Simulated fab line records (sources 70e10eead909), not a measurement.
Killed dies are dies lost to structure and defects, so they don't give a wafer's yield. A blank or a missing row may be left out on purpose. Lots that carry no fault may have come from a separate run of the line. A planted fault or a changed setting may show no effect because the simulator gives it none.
Matching of chambers / flow nand-harc / NHARC_A_STAIRCASE_DESCUM_186 on rie-diel-11: 4 sister chambers
The step chemistry O2, time 3 s. 22 wafers are shown with their chamber, then 11 later ones without.

## WAFERS, EACH WITH ITS CHAMBER
wafer=L074.1; chamber=2; showerhead-plenum-p-Torr (Torr)=1.85; oes-product-au (a.u.)=1.026; rf-vpp-V (V)=58.9
wafer=L074.2; chamber=1; showerhead-plenum-p-Torr (Torr)=1.90; oes-product-au (a.u.)=0.997; rf-vpp-V (V)=58.7
wafer=L074.6; chamber=0; showerhead-plenum-p-Torr (Torr)=2.05; oes-product-au (a.u.)=1.000; rf-vpp-V (V)=57.7
wafer=L075.2; chamber=2; showerhead-plenum-p-Torr (Torr)=1.85; oes-product-au (a.u.)=1.020; rf-vpp-V (V)=58.0
wafer=L075.3; chamber=1; showerhead-plenum-p-Torr (Torr)=1.90; oes-product-au (a.u.)=1.006; rf-vpp-V (V)=56.7
wafer=L075.4; chamber=3; showerhead-plenum-p-Torr (Torr)=2.07; oes-product-au (a.u.)=1.005; rf-vpp-V (V)=57.4
wafer=L077.2; chamber=3; showerhead-plenum-p-Torr (Torr)=2.06; oes-product-au (a.u.)=1.000; rf-vpp-V (V)=58.4
wafer=L077.4; chamber=1; showerhead-plenum-p-Torr (Torr)=1.90; oes-product-au (a.u.)=1.010; rf-vpp-V (V)=57.6
wafer=L077.6; chamber=1; showerhead-plenum-p-Torr (Torr)=1.90; oes-product-au (a.u.)=0.999; rf-vpp-V (V)=57.4
wafer=L079.1; chamber=0; showerhead-plenum-p-Torr (Torr)=2.04; oes-product-au (a.u.)=1.014; rf-vpp-V (V)=57.7
wafer=L079.2; chamber=1; showerhead-plenum-p-Torr (Torr)=1.89; oes-product-au (a.u.)=0.998; rf-vpp-V (V)=57.2
wafer=L079.5; chamber=3; showerhead-plenum-p-Torr (Torr)=2.06; oes-product-au (a.u.)=0.999; rf-vpp-V (V)=58.4
wafer=L078.2; chamber=2; showerhead-plenum-p-Torr (Torr)=1.85; oes-product-au (a.u.)=1.016; rf-vpp-V (V)=56.9
wafer=L078.3; chamber=1; showerhead-plenum-p-Torr (Torr)=1.89; oes-product-au (a.u.)=1.002; rf-vpp-V (V)=57.5
wafer=L078.6; chamber=2; showerhead-plenum-p-Torr (Torr)=1.85; oes-product-au (a.u.)=1.015; rf-vpp-V (V)=58.2
wafer=L081.1; chamber=0; showerhead-plenum-p-Torr (Torr)=2.04; oes-product-au (a.u.)=1.005; rf-vpp-V (V)=58.6
wafer=L081.3; chamber=3; showerhead-plenum-p-Torr (Torr)=2.06; oes-product-au (a.u.)=0.999; rf-vpp-V (V)=57.1
wafer=L081.6; chamber=1; showerhead-plenum-p-Torr (Torr)=1.89; oes-product-au (a.u.)=0.992; rf-vpp-V (V)=56.8
wafer=L082.1; chamber=3; showerhead-plenum-p-Torr (Torr)=2.06; oes-product-au (a.u.)=0.976; rf-vpp-V (V)=58.6
wafer=L082.3; chamber=0; showerhead-plenum-p-Torr (Torr)=2.04; oes-product-au (a.u.)=1.001; rf-vpp-V (V)=58.9
wafer=L082.5; chamber=1; showerhead-plenum-p-Torr (Torr)=1.89; oes-product-au (a.u.)=0.991; rf-vpp-V (V)=57.3
wafer=L085.3; chamber=1; showerhead-plenum-p-Torr (Torr)=1.89; oes-product-au (a.u.)=1.000; rf-vpp-V (V)=55.8

SIGNATURES (averages over the wafers above)
reading=showerhead-plenum-p-Torr; chamber 0=2.0425; chamber 1=1.8944; chamber 2=1.8500; chamber 3=2.0620; scatter within a chamber=0.00458
reading=oes-product-au; chamber 0=1.00500; chamber 1=0.99944; chamber 2=1.01925; chamber 3=0.99580; scatter within a chamber=0.00748
reading=rf-vpp-V; chamber 0=58.225; chamber 1=57.222; chamber 2=58.000; chamber 3=57.980; scatter within a chamber=0.744
Rule: for a wafer and a chamber, the distance is found by dividing, reading by reading, the gap between the wafer's reading and the chamber's mean by the reading's scatter, squaring, summing and taking the root. The wafer belongs to the nearest chamber; if the next one is less than 2 further off, it can't be placed. The scatter is the square root of a quotient: the sum, over the shown wafers, of each reading's squared deviation from its chamber's mean, divided by wafers minus chambers.

## WAFERS WITH NO CHAMBER GIVEN
wafer=L085.5; showerhead-plenum-p-Torr (Torr)=1.89; oes-product-au (a.u.)=0.996; rf-vpp-V (V)=57.2
wafer=L085.6; showerhead-plenum-p-Torr (Torr)=1.84; oes-product-au (a.u.)=1.020; rf-vpp-V (V)=57.1
wafer=L089.1; showerhead-plenum-p-Torr (Torr)=2.05; oes-product-au (a.u.)=0.992; rf-vpp-V (V)=58.7
wafer=L089.3; showerhead-plenum-p-Torr (Torr)=1.84; oes-product-au (a.u.)=0.998; rf-vpp-V (V)=56.4
wafer=L089.4; showerhead-plenum-p-Torr (Torr)=1.88; oes-product-au (a.u.)=0.995; rf-vpp-V (V)=57.8
wafer=L091.2; showerhead-plenum-p-Torr (Torr)=1.88; oes-product-au (a.u.)=0.996; rf-vpp-V (V)=58.2
wafer=L091.3; showerhead-plenum-p-Torr (Torr)=2.03; oes-product-au (a.u.)=0.986; rf-vpp-V (V)=58.0
wafer=L091.6; showerhead-plenum-p-Torr (Torr)=1.83; oes-product-au (a.u.)=1.004; rf-vpp-V (V)=57.4
wafer=L097.2; showerhead-plenum-p-Torr (Torr)=2.02; oes-product-au (a.u.)=1.005; rf-vpp-V (V)=57.4
wafer=L097.4; showerhead-plenum-p-Torr (Torr)=1.87; oes-product-au (a.u.)=0.987; rf-vpp-V (V)=58.2
wafer=L097.5; showerhead-plenum-p-Torr (Torr)=2.04; oes-product-au (a.u.)=0.996; rf-vpp-V (V)=58.4

## CHAMBER TAKEN BY EACH
wafer=L085.5; from the rows above=1; in truth=1
wafer=L085.6; from the rows above=2; in truth=2
wafer=L089.1; from the rows above=can't be placed: 0 or 3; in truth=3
wafer=L089.3; from the rows above=2; in truth=2
wafer=L089.4; from the rows above=1; in truth=1
wafer=L091.2; from the rows above=1; in truth=1
wafer=L091.3; from the rows above=0; in truth=0
wafer=L091.6; from the rows above=2; in truth=2
wafer=L097.2; from the rows above=0; in truth=0
wafer=L097.4; from the rows above=can't be placed: 1 or 2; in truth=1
wafer=L097.5; from the rows above=0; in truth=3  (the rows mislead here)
Correctly placed: 8 of 11. These rows do not allow placing 2 (true chamber among the candidates in 2). Wrongly placed: 1.
